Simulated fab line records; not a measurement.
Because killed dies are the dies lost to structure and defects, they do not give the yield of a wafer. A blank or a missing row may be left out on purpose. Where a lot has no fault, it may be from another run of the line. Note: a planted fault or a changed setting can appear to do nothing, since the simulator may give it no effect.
Chamber matching + flow nandHarc + rieDiel-01 running NHARC_A_STAIRCASE_TRIM_12: 4 sister chambers
The step chemistry O2, time 211.2 s. 4 wafers are shown with their chamber, then 9 later ones without.

## WAFERS PAIRED WITH THEIR CHAMBERS
| wafer  | chamber | drypumpMotorCurrentA (A) |
|--------|---------|--------------------------|
| L082.3 | 0       | 6.7                      |
| L085.1 | 1       | 5.1                      |
| L085.4 | 3       | 5.4                      |
| L085.6 | 2       | 6.0                      |

## WAFERS WHOSE CHAMBER IS MISSING
| wafer  | drypumpMotorCurrentA (A) |
|--------|--------------------------|
| L089.1 | 5.4                      |
| L089.5 | 6.0                      |
| L089.6 | 5.4                      |
| L092.4 | 6.7                      |
| L092.5 | 5.4                      |
| L092.6 | 6.7                      |
| L093.1 | 6.1                      |
| L093.3 | 6.7                      |
| L093.4 | 5.3                      |

## EACH ONE'S CHAMBER
| wafer  | from the rows above | in truth |
|--------|---------------------|----------|
| L089.1 | 3                   | 3        |
| L089.5 | 2                   | 2        |
| L089.6 | 3                   | 3        |
| L092.4 | 0                   | 0        |
| L092.5 | 3                   | 3        |
| L092.6 | 0                   | 0        |
| L093.1 | 2                   | 2        |
| L093.3 | 0                   | 0        |
| L093.4 | 3                   | 3        |
Placed correctly: 9 of 9. Not placeable from these rows: 0. Number placed wrongly: 0.
How it was worked out, from the rows above alone: a wafer's distance from a chamber is the root of the sum, over the readings, of the square of ((its reading less the chamber's mean) divided by the reading's scatter). If the next closest chamber is less than 2 further off than the closest, the wafer can't be placed; otherwise it belongs to the closest. For every chamber, the mean is computed from those of its wafers that are shown. The scatter: root of mean squared gap, hidden wafer to nearest shown wafer, with one shown wafer a chamber.
